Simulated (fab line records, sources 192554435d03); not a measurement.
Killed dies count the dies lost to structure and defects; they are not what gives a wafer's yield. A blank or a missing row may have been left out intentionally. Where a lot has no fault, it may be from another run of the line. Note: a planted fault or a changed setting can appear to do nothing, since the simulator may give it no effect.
What tool caused it? + flow n5Finfet + 25 wafers from 9 lots sampled at 5 of the route's 1938 steps

## WHAT THE GAUGES READ, wafer by wafer
N5_BEOL_M3_THK_MEAS_01. Usual: M3_ILD_THK 79.2 nm, standard deviation 1.
| lot  | measured     | on           | M3_ILD_THK (nm) | flag |
|------|--------------|--------------|-----------------|------|
| L339 | day 8 04:13  | filmMetro-02 | 78.2 78.2 79.5  |      |
| L341 | day 9 17:17  | filmMetro-02 | 78.2 78.9 78.5  |      |
| L344 | day 9 17:18  | filmMetro-01 | 80.5 80.8 81.3  |      |
| L342 | day 9 21:44  | filmMetro-01 | 78.2 78.9 79.1  |      |
| L345 | day 9 23:44  | filmMetro-01 | 79.6 80.9 81.1  |      |
| L346 | day 10 06:02 | filmMetro-01 | 78.8 79.5 78.4  |      |
| L354 | day 12 01:37 | filmMetro-01 | 79.3 79.9       |      |
| L355 | day 12 13:32 | filmMetro-01 | 80.3 80.3       |      |
| L357 | day 12 20:14 | filmMetro-01 | 78.9 79.2 80.0  |      |

N5_BEOL_M4_RC_MEAS_101. Usual: DIBL_N 36.3 mV/V, standard deviation 1.2; DIBL_P 36.7 mV/V, standard deviation 1.5; IOFF_N 0.164 nA/um, standard deviation 0.02; IOFF_P 0.214 nA/um, standard deviation 0.024; ION_N 673 uA/um, standard deviation 8.5; ION_P 461 uA/um, standard deviation 5.9; SS_N 71.6 mV/dec, standard deviation 0.44; SS_P 73.3 mV/dec, standard deviation 0.55; VT_N 249.4 mV, standard deviation 2.4; VT_P -250.0 mV, standard deviation 2.3.
| lot  | measured     | on        | DIBL_N (mV/V)  | DIBL_P (mV/V)  | IOFF_N (nA/um)    | IOFF_P (nA/um)    | ION_N (uA/um) | ION_P (uA/um) | SS_N (mV/dec)  | SS_P (mV/dec)  | VT_N (mV)         | VT_P (mV)            | flag |
|------|--------------|-----------|----------------|----------------|-------------------|-------------------|---------------|---------------|----------------|----------------|-------------------|----------------------|------|
| L339 | day 9 13:40  | prober-01 | 37.4 37.9 36.1 | 37.3 38.3 36.5 | 0.179 0.193 0.152 | 0.263 0.274 0.238 | 691 672 689   | 480 466 474   | 71.8 72.1 71.8 | 73.7 74.0 73.6 | 247.9 243.3 246.9 | -244.0 -242.7 -246.4 |      |
| L341 | day 10 09:23 | prober-02 | 34.4 36.3 35.7 | 35.5 37.5 36.6 | 0.140 0.174 0.159 | 0.198 0.229 0.215 | 668 675 668   | 457 464 458   | 71.3 71.7 71.5 | 72.5 73.4 73.4 | 252.3 248.8 250.5 | -248.4 -248.3 -249.8 |      |
| L344 | day 10 14:32 | prober-01 | 35.0 35.4 36.1 | 35.5 36.4 37.2 | 0.152 0.167 0.175 | 0.205 0.214 0.225 | 681 678 676   | 469 463 459   | 71.4 71.4 71.8 | 73.2 73.4 73.9 | 250.3 247.4 247.5 | -251.2 -250.8 -248.6 |      |
| L342 | day 10 18:01 | prober-01 | 36.1 35.7 37.2 | 37.7 37.2 39.5 | 0.172 0.164 0.199 | 0.219 0.210 0.248 | 683 677 689   | 464 464 465   | 71.6 72.1 72.6 | 73.4 73.6 75.0 | 248.2 248.6 244.6 | -248.6 -251.2 -247.5 |      |
| L345 | day 10 17:22 | prober-02 | 38.5 36.8 35.9 | 39.1 37.5 35.4 | 0.217 0.172 0.151 | 0.266 0.242 0.201 | 692 673 667   | 470 459 456   | 72.3 72.2 71.6 | 74.8 74.5 73.4 | 247.0 250.8 251.7 | -248.6 -247.8 -251.3 |      |
| L346 | day 11 07:54 | prober-02 | 37.8 36.2 37.2 | 36.6 35.0 35.5 | 0.164 0.148 0.161 | 0.201 0.183 0.202 | 673 663 663   | 456 451 451   | 71.4 71.5 72.0 | 73.5 73.3 73.1 | 248.8 250.9 250.2 | -251.1 -253.0 -249.0 |      |
| L354 | day 12 22:47 | prober-02 | 39.0 36.5      | 37.4 35.9      | 0.196 0.157       | 0.229 0.211       | 666 668       | 460 459       | 71.8 71.1      | 73.7 73.2      | 246.6 249.5       | -249.1 -249.3        |      |
| L355 | day 13 12:30 | prober-01 | 37.5 36.9      | 38.9 38.2      | 0.194 0.180       | 0.256 0.244       | 671 674       | 460 465       | 71.9 71.4      | 73.7 73.9      | 245.0 247.3       | -248.7 -248.9        |      |
| L357 | day 13 19:11 | prober-02 | 36.3 36.1 38.6 | 38.1 38.3 40.1 | 0.159 0.160 0.200 | 0.214 0.214 0.258 | 680 672 682   | 465 465 469   | 71.2 71.2 72.3 | 73.8 73.3 74.7 | 251.0 251.5 247.2 | -251.5 -250.7 -249.7 |      |

## WHAT TOOL EACH LOT RAN ON (gives the tool, then ch and the chambers of the sampled wafers, and finally the start)
| lot  | N5_BEOL_M3_PECVD_72             | N5_BEOL_M3_ETCH_74                | N5_BEOL_M3_STRIP_66               |
|------|---------------------------------|-----------------------------------|-----------------------------------|
| L339 | pecvd-03 ch 0,1, day 8 04:16    | rieDiel-02 ch 0,2,3, day 8 04:54  | rieDiel-02 ch 0,2,3, day 8 05:04  |
| L341 | pecvd-03 ch 0,1,2, day 9 17:20  | rieDiel-06 ch 0,1, day 9 19:17    | rieDiel-06 ch 0,1, day 9 19:27    |
| L344 | pecvd-04 ch 0,1, day 9 17:20    | rieDiel-05 ch 0,3, day 9 19:26    | rieDiel-05 ch 0,3, day 9 19:37    |
| L342 | pecvd-04 ch 0,1, day 9 21:47    | rieDiel-05 ch 1,3, day 9 23:13    | rieDiel-05 ch 1,3, day 9 23:23    |
| L345 | pecvd-03 ch 0,1,2, day 9 23:46  | rieDiel-02 ch 0,3, day 10 02:22   | rieDiel-02 ch 0,3, day 10 02:32   |
| L346 | pecvd-04 ch 1, day 10 06:04     | rieDiel-05 ch 0,1,2, day 10 08:46 | rieDiel-05 ch 0,1,2, day 10 08:56 |
| L354 | pecvd-02 ch 1,2, day 12 01:40   | rieDiel-05 ch 1,2, day 12 07:10   | rieDiel-05 ch 1,2, day 12 07:20   |
| L355 | pecvd-02 ch 0,1, day 12 13:35   | rieDiel-05 ch 1,2, day 12 14:10   | rieDiel-05 ch 1,2, day 12 14:20   |
| L357 | pecvd-04 ch 0,1,2, day 12 20:16 | rieDiel-05 ch 0,2,3, day 12 22:01 | rieDiel-05 ch 0,2,3, day 12 22:11 |
- N5_BEOL_M3_PECVD_72: deposits SiO2 from TEOS/O2, target thk 16 nm, time 18 s.
- N5_BEOL_M3_ETCH_74: etches underlayer in N2/H2, target depth 6.5 nm, time 5.2 s.
- N5_BEOL_M3_STRIP_66: strips in CF4.

## WHAT THE TOOLS THEMSELVES READ (means of the sampled wafers that have a number; where no wafer has one, the mark that the record gives instead)
N5_BEOL_M3_PECVD_72. Usual: chamberPressureTorr 5.500 Torr, standard deviation 0.012; heaterPowerW 678 W, standard deviation 66; showerheadPlenumPTorr 8.75 Torr, standard deviation 0.056; throttleValvePct 22.3 %, standard deviation 1.1.
| lot  | tool     | chamberPressureTorr (Torr) | heaterPowerW (W) | showerheadPlenumPTorr (Torr) | throttleValvePct (%) | flag |
|------|----------|----------------------------|------------------|------------------------------|----------------------|------|
| L339 | pecvd-03 | 5.501                      | 696              | 8.76                         | 21.7                 |      |
| L341 | pecvd-03 | 5.504                      | 622              | 8.72                         | 21.6                 |      |
| L344 | pecvd-04 | 5.517                      | 743              | 8.74                         | 22.7                 |      |
| L342 | pecvd-04 | 5.497                      | 683              | 8.75                         | 22.5                 |      |
| L345 | pecvd-03 | 5.486                      | 628              | 8.75                         | 21.6                 |      |
| L346 | pecvd-04 | 5.496                      | 646              | 8.75                         | 23.7                 |      |
| L354 | pecvd-02 | 5.508                      | 724              | 8.82                         | 21.6                 |      |
| L355 | pecvd-02 | 5.498                      | 726              | 8.75                         | 23.4                 |      |
| L357 | pecvd-04 | 5.497                      | 647              | 8.75                         | 22.2                 |      |

N5_BEOL_M3_ETCH_74. Usual: biasW 150.0 W, standard deviation 0.48; drypumpMotorCurrentA 5.8 A, standard deviation 0.44; etchRfOnTimeS 5.19 s, standard deviation 0.088; n2FlowSccm 200.0 sccm, standard deviation 0.55; oesProductAu 0.69 a.u., standard deviation 0.07; rfVppV 524.3 V, standard deviation 2.8; showerheadPlenumPTorr 2.56 Torr, standard deviation 0.089; throttleValvePct 17.90 %, standard deviation 0.26.
| lot  | tool       | biasW (W) | drypumpMotorCurrentA (A) | etchRfOnTimeS (s) | n2FlowSccm (sccm) | oesProductAu (a.u.) | rfVppV (V) | showerheadPlenumPTorr (Torr) | throttleValvePct (%) | flag |
|------|------------|-----------|--------------------------|-------------------|-------------------|---------------------|------------|------------------------------|----------------------|------|
| L339 | rieDiel-02 | 150.1     | 5.6                      | 5.14              | 200.2             | 0.77                | 526.7      | 2.60                         | 17.71                |      |
| L341 | rieDiel-06 | 150.1     | 5.7                      | 5.18              | 199.8             | 0.70                | 523.0      | 2.54                         | 17.71                |      |
| L344 | rieDiel-05 | 149.6     | 5.8                      | 5.09              | 200.1             | 0.82                | 526.5      | 2.64                         | 17.67                |      |
| L342 | rieDiel-05 | 149.4     | 5.9                      | 5.22              | 199.9             | 0.68                | 527.8      | 2.66                         | 18.04                |      |
| L345 | rieDiel-02 | 149.9     | 6.1                      | 5.02              | 199.6             | 0.77                | 525.8      | 2.63                         | 17.66                |      |
| L346 | rieDiel-05 | 150.0     | 5.6                      | 5.09              | 200.1             | 0.68                | 523.5      | 2.55                         | 18.02                |      |
| L354 | rieDiel-05 | 150.2     | 5.7                      | 6.01              | 200.2             | 0.57                | 525.8      | 2.58                         | 18.24                | OFF  |
| L355 | rieDiel-05 | 150.2     | 5.7                      | 5.92              | 199.8             | 0.58                | 524.2      | 2.58                         | 18.25                | OFF  |
| L357 | rieDiel-05 | 150.2     | 5.6                      | 5.61              | 200.0             | 0.69                | 526.7      | 2.57                         | 17.89                | OFF  |

N5_BEOL_M3_STRIP_66. Usual: drypumpMotorCurrentA 5.8 A, standard deviation 0.44; oesProductAu 0.80 a.u., standard deviation 0.076; rfVppV 271.3 V, standard deviation 1.7; showerheadPlenumPTorr 1.80 Torr, standard deviation 0.061; throttleValvePct 13.57 %, standard deviation 0.26.
| lot  | tool       | drypumpMotorCurrentA (A) | oesProductAu (a.u.) | rfVppV (V) | showerheadPlenumPTorr (Torr) | throttleValvePct (%) | flag |
|------|------------|--------------------------|---------------------|------------|------------------------------|----------------------|------|
| L339 | rieDiel-02 | 5.6                      | 0.89                | 271.9      | 1.83                         | 13.42                |      |
| L341 | rieDiel-06 | 5.6                      | 0.79                | 271.0      | 1.78                         | 13.37                |      |
| L344 | rieDiel-05 | 5.7                      | 0.93                | 272.7      | 1.86                         | 13.29                |      |
| L342 | rieDiel-05 | 5.8                      | 0.80                | 272.9      | 1.87                         | 13.64                |      |
| L345 | rieDiel-02 | 6.1                      | 0.88                | 272.3      | 1.85                         | 13.37                |      |
| L346 | rieDiel-05 | 5.6                      | 0.79                | 271.1      | 1.80                         | 13.62                |      |
| L354 | rieDiel-05 | 5.6                      | 0.71                | 271.0      | 1.81                         | 13.89                |      |
| L355 | rieDiel-05 | 5.6                      | 0.71                | 272.9      | 1.81                         | 13.89                |      |
| L357 | rieDiel-05 | 5.6                      | 0.82                | 271.7      | 1.81                         | 13.52                |      |

## THE ANSWER, worked out from the rows above alone
Rule: a lot counts as off when the mean over its wafers that have a number is more than 3 standard deviations away from the usual mean. Also off: a lot with no number at a reading for which 4 or more lots have one. Any other lot the step has rows for is counted as sound. Order of review: gauges by route order, followed by the tools' own readings, for which a lot's mean as printed above is used. The first step at which some lot is off is used, and at that step the reading that is off furthest; a lot without a number counts as furthest.
Off, at N5_BEOL_M3_ETCH_74 on etchRfOnTimeS: L354, L355, L357.
A tool fits if, at that step or a process step before it, it ran every lot that is off, and no sound lot after the first of them. One fits: N5_BEOL_M3_ETCH_74 on rieDiel-05. A fault onset in the window from L346 (day 10 08:46, its last sound lot) to L354 (day 12 07:10, its first lot off) fits.
The tool's own readings at N5_BEOL_M3_ETCH_74 bear it out: on the lots that are off they differ by more than 5 times the standard deviation of the sound lots' means. etchRfOnTimeS reads 5.85 s there against 5.12 s on the sound lots.

## WHAT THE SIMULATOR PUT IN
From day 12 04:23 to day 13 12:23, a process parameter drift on rieDiel-05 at N5_BEOL_M3_ETCH_74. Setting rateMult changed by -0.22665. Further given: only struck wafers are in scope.
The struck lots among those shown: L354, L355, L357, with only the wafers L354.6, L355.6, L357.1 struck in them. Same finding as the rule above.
